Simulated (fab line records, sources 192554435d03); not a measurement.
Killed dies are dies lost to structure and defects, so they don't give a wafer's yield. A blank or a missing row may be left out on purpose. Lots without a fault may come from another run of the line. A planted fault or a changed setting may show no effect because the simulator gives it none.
Split-lot experiment | flow n5_finfet | 7 lots, 21 wafers read, on a route of 1938 steps

THE SPLIT
At N5_BEOL_M10_COAT_63 (time 60 s, resist thk 100 nm), the setting spin_rpm was moved away from the recipe's 1500 rpm on 5 of the 21 wafers read, by -7.4% to +3.7%. The other wafers ran this setting at the recipe's value.

The reading is taken at the split's own step.

THE READING
SOC_of_BEOL_M10_COAT_63.thk_nm (the simulator's own value, which no gauge read), in nm, at N5_BEOL_M10_COAT_63 (time 60 s, resist thk 100 nm). The file gives no usual value for it. The 16 wafers here that ran the recipe average 100.3 nm, standard deviation 0.37 nm.

wafer  | tool, chamber at the split | spin_rpm as run, rpm | against the recipe | SOC_of_BEOL_M10_COAT_63.thk_nm, nm | against lot-mates on the recipe
L074.2 | litho_track-02, 0          | 1500                 | recipe             | 100.2                              | -
L074.6 | litho_track-02, 0          | 1500                 | recipe             | 100.2                              | -
L074.4 | litho_track-02, 0          | 1500                 | recipe             | 100                                | -
L078.3 | litho_track-02, 0          | 1500                 | recipe             | 100                                | -
L078.5 | litho_track-02, 0          | 1454                 | -3.1%              | 102                                | +2.0
L078.6 | litho_track-02, 0          | 1454                 | -3.1%              | 102                                | +2.0
L077.3 | litho_track-02, 0          | 1500                 | recipe             | 100.4                              | -
L077.4 | litho_track-02, 0          | 1500                 | recipe             | 100.4                              | -
L077.6 | litho_track-02, 0          | 1445                 | -3.7%              | 102.4                              | +2.0
L079.2 | litho_track-04, 0          | 1500                 | recipe             | 100.8                              | -
L079.5 | litho_track-04, 0          | 1500                 | recipe             | 100.8                              | -
L079.6 | litho_track-04, 0          | 1389                 | -7.4%              | 104.8                              | +4.0
L082.2 | litho_track-03, 0          | 1500                 | recipe             | 100.6                              | -
L082.6 | litho_track-03, 0          | 1500                 | recipe             | 100.6                              | -
L082.4 | litho_track-03, 0          | 1500                 | recipe             | 100.8                              | -
L094.3 | litho_track-03, 0          | 1500                 | recipe             | 99.8                               | -
L094.4 | litho_track-03, 0          | 1500                 | recipe             | 100.2                              | -
L094.6 | litho_track-03, 0          | 1500                 | recipe             | 99.6                               | -
L096.1 | litho_track-02, 0          | 1555                 | +3.7%              | 98                                 | -1.9
L096.2 | litho_track-02, 0          | 1500                 | recipe             | 100                                | -
L096.6 | litho_track-02, 0          | 1500                 | recipe             | 99.8                               | -

THE FIT
A straight line over all 21 wafers: SOC_of_BEOL_M10_COAT_63.thk_nm changes by -0.603 nm for each +1% of spin_rpm; r = -0.97; the points scatter about the line by 0.34 nm.
The same after taking each lot's own level away (the mean of its wafers on the recipe; 21 wafers): -0.555 nm for each +1%; r = -0.99; scatter 0.15 nm.
On that fit, the largest move of spin_rpm shifts the reading by 4.1 nm.
The lots' own levels span 99.87 to 100.80 nm, that is 2.5 times the standard deviation above.
So the lot-to-lot level changes the slope little: the two slopes agree.
Check: with one of the wafers moved furthest among these (-7.4%) left out of the fit, the line predicts +4.3 nm for it against its lot-mates. It came out at +4 nm against them.

OTHER SPLITS ON THESE WAFERS
These wafers also went through other splits before the reading. Each is held against what the fit with the lots' levels taken away leaves over:
other split on the same wafers     | wafers away from the commonest value | r with SOC_of_BEOL_M10_COAT_63.thk_nm (lot level and that fit taken away)
N5_BEOL_M2_TRENCH_ETCH_37 bias_w   | 7                                    | +0.01
N5_BEOL_M4_PECVD_72 temp_c         | 5                                    | +0.05
N5_BEOL_M4_COAT_05 spin_rpm        | 6                                    | -0.44
N5_BEOL_M5_COAT_71 spin_rpm        | 6                                    | +0.18
N5_BEOL_M5_ETCH_41 source_w        | 7                                    | -0.05
N5_BEOL_M7_PECVD_70 temp_c         | 6                                    | -0.47
N5_BEOL_M8_COAT_05 spin_rpm        | 10                                   | -0.08
N5_BEOL_M9_ETCH_66 time_s          | 6                                    | -0.17
N5_BEOL_M9_TRENCH_ETCH_37 source_w | 4                                    | +0.42

THE FILE'S OWN FIT
SOC_of_BEOL_M10_COAT_63.thk_nm changes by -0.549 nm for each +1% of spin_rpm, r = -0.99.
